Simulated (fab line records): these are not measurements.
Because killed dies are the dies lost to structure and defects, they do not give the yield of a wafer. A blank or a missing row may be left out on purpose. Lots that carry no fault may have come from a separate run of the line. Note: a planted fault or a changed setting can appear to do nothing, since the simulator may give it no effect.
Which of the tools did it? | flow nand harc | 12 lots, 36 wafers sampled, at 5 steps of a route of 1302

WHAT THE GAUGES READ, wafer by wafer
NHARC_A_SOURCE_PLATE_THK_MEAS_09: measures by ellipsometry.
lot  | measured     | on            | thk nm (nm)
L075 | day 7 15:29  | film metro-02 | 9.7 10.8 10.1
L077 | day 8 06:47  | film metro-01 | 9.8 10.6 7.6
L078 | day 9 03:50  | film metro-02 | 10.9 9.3 7.7
L081 | day 10 03:37 | film metro-01 | 9.4 8.9 8.0
L083 | day 10 21:59 | film metro-02 | 9.9 9.1 9.2
L085 | day 11 23:00 | film metro-02 | 11.4 10.0 10.7
L087 | day 12 11:05 | film metro-01 | 9.0 10.0 9.3
L089 | day 13 04:08 | film metro-01 | 9.3 9.2 11.3
L091 | day 14 07:20 | film metro-01 | 11.6 11.4 9.4
L093 | day 15 03:38 | film metro-02 | 8.7 8.3 9.3
L095 | day 16 05:40 | film metro-01 | 9.5 8.4 9.8
L097 | day 16 20:37 | film metro-01 | 9.5 9.8 11.4

WHICH TOOL RAN EACH LOT (tool, then ch and the chambers of the sampled wafers, then the start)
lot  | NHARC_P_M2_DEP_33               | NHARC_P_BONDPAD_ETCH_12                       | NHARC_P_BONDPAD_DEGAS_25     | NHARC_A_ZERO_WELL_DESCUM_12
L075 | pecvd-01 ch 0,1,2, day 7 00:55  | rie diel-12 ch 1,2, day 7 03:59 or earlier    | pvd sputter-03, day 7 03:59  | rie diel-07 ch 0,3, day 7 07:02
L077 | pecvd-04 ch 0,1,2, day 7 16:50  | rie diel-03 ch 0,1,3, day 7 19:43 or earlier  | pvd sputter-03, day 7 19:43  | rie diel-05 ch 1,2,3, day 7 22:48
L078 | pecvd-01 ch 1,2, day 8 14:17    | rie diel-12 ch 0,3, day 8 17:05 or earlier    | pvd sputter-02, day 8 17:05  | rie diel-07 ch 0,1, day 8 20:10
L081 | pecvd-01 ch 0,1,2, day 9 13:16  | rie diel-12 ch 0,2,3, day 9 15:53 or earlier  | pvd sputter-01, day 9 15:53  | rie diel-07 ch 0,1, day 9 18:59
L083 | pecvd-04 ch 0,1,2, day 10 05:50 | rie diel-12 ch 0,1,3, day 10 08:35 or earlier | pvd sputter-01, day 10 08:35 | rie diel-05 ch 0,2,3, day 10 11:40
L085 | pecvd-04 ch 0,2, day 11 07:52   | rie diel-03 ch 0,1,3, day 11 10:37 or earlier | pvd sputter-01, day 11 10:37 | rie diel-07 ch 0,1,2, day 11 13:43
L087 | pecvd-02 ch 1,2, day 11 21:10   | rie diel-08 ch 0,1,3, day 11 23:55 or earlier | pvd sputter-02, day 11 23:55 | rie diel-07 ch 0,1,2, day 12 03:00
L089 | pecvd-02 ch 0,1, day 12 14:39   | rie diel-12 ch 0,1, day 12 17:27 or earlier   | pvd sputter-03, day 12 17:27 | rie diel-07 ch 1,2, day 12 20:22
L091 | pecvd-02 ch 0,1,2, day 13 13:34 | rie diel-08 ch 0,1,3, day 13 16:26 or earlier | pvd sputter-01, day 13 16:26 | rie diel-04 ch 0,1,2, day 13 19:25
L093 | pecvd-04 ch 0,1,2, day 14 11:46 | rie diel-12 ch 1,2, day 14 14:25 or earlier   | pvd sputter-01, day 14 14:25 | rie diel-05 ch 0,1,2, day 14 17:30
L095 | pecvd-02 ch 0,1, day 15 15:55   | rie diel-12 ch 2,3, day 15 18:36 or earlier   | pvd sputter-02, day 15 18:36 | rie diel-07 ch 0,1,2, day 15 21:34
L097 | pecvd-02 ch 0,2, day 16 06:16   | rie diel-03 ch 1,2,3, day 16 08:57 or earlier | pvd sputter-01, day 16 08:57 | rie diel-07 ch 0,3, day 16 12:01
- NHARC_P_M2_DEP_33: deposits SiCN, target thk 30 nm.
- NHARC_P_BONDPAD_ETCH_12: etches the open film in CHF3/O2, target depth 200 nm, time 100 s.
- NHARC_P_BONDPAD_DEGAS_25: time 60 s.
- NHARC_A_ZERO_WELL_DESCUM_12: chemistry O2, time 3 s.

THE ANSWER, worked out from the rows above alone
Rule: what is usual is taken from the lots themselves. Put in order of their means at a reading, lots are off if they are a third of the lots or fewer, leave a main group of 4 or more, and stand apart from it by a gap of 3 or more times the standard deviation of the main group's means; of several such gaps the widest counts. The tables above print the reading to a certain number of digits; a main group whose means all agree to those digits is not used. Also off: a lot with no number at a reading for which 4 or more lots have one. The other lots that the step has rows for count as sound.
No lot is off on any of the readings shown, so nothing can be concluded from this.

WHAT WAS PUT IN BY THE SIMULATOR
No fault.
